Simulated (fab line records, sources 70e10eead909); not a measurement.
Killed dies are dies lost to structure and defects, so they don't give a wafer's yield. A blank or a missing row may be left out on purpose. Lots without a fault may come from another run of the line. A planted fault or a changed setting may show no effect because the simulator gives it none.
Chamber matching | flow nand_harc | NHARC_P_CONTACT_ALD_22 on ald_metal-01: 4 sister chambers
The step deposits TiN, target thk 3 nm, pulse time 1 s, ald cycles 150. 18 wafers are shown with their chamber, then 9 later ones without.

WAFERS WITH THEIR CHAMBER
wafer  | chamber | heater_power_w (W) | precursor_pulse_height_rel
L075.2 | 2       | 958                | 1.030
L075.4 | 0       | 1138               | 0.975
L075.5 | 0       | 1143               | 1.014
L077.1 | 0       | 1104               | 0.981
L077.4 | 1       | 1051               | 1.040
L077.6 | 1       | 1030               | 0.986
L082.1 | 1       | 1056               | 1.009
L082.4 | 2       | 949                | 1.019
L082.6 | 1       | 1039               | 1.012
L082.2 | 3       | 1210               | 1.016
L082.3 | 0       | 1092               | 1.022
L082.5 | 2       | 962                | 1.011
L086.1 | 1       | 1042               | 1.025
L086.3 | 3       | 1185               | 1.001
L086.6 | 1       | 1042               | 1.032
L087.3 | 1       | 1065               | 1.015
L087.4 | 3       | 1220               | 0.987
L087.5 | 1       | 1063               | 1.023

SIGNATURES (means of the wafers above)
reading                    | chamber 0 | chamber 1 | chamber 2 | chamber 3 | scatter within a chamber
heater_power_w             | 1119.25   | 1048.50   | 956.33    | 1205.00   | 16.2
precursor_pulse_height_rel | 0.99800   | 1.01775   | 1.02000   | 1.00133   | 0.0172
Rule: a wafer's distance from a chamber is the root of the sum, over the readings, of the square of ((its reading less the chamber's mean) divided by the reading's scatter). The wafer belongs to the nearest chamber; if the next one is less than 2 further off, it can't be placed. The scatter: the root of (the sum of the squares of (reading less its chamber's mean) over the shown wafers, divided by (wafers less chambers)).

WAFERS WITHOUT THEIR CHAMBER
wafer  | heater_power_w (W) | precursor_pulse_height_rel
L092.1 | 955                | 1.021
L092.3 | 1234               | 0.994
L092.5 | 951                | 1.010
L093.3 | 1042               | 0.998
L093.5 | 1221               | 1.016
L093.6 | 990                | 1.008
L096.1 | 1116               | 1.055
L096.3 | 1176               | 1.017
L096.4 | 1051               | 1.018

WHICH CHAMBER EACH WENT THROUGH
wafer  | from the rows above     | in truth
L092.1 | 2                       | 2
L092.3 | 3                       | 3
L092.5 | 2                       | 2
L093.3 | 1                       | 1
L093.5 | 3                       | 3
L093.6 | can't be placed: 2 or 1 | 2
L096.1 | can't be placed: 0 or 1 | 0
L096.3 | can't be placed: 3 or 0 | 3
L096.4 | 1                       | 1
Placed correctly: 6 of 9. Can't be placed from these rows: 3 (the true chamber is among the candidates in 3). Placed wrongly: 0.
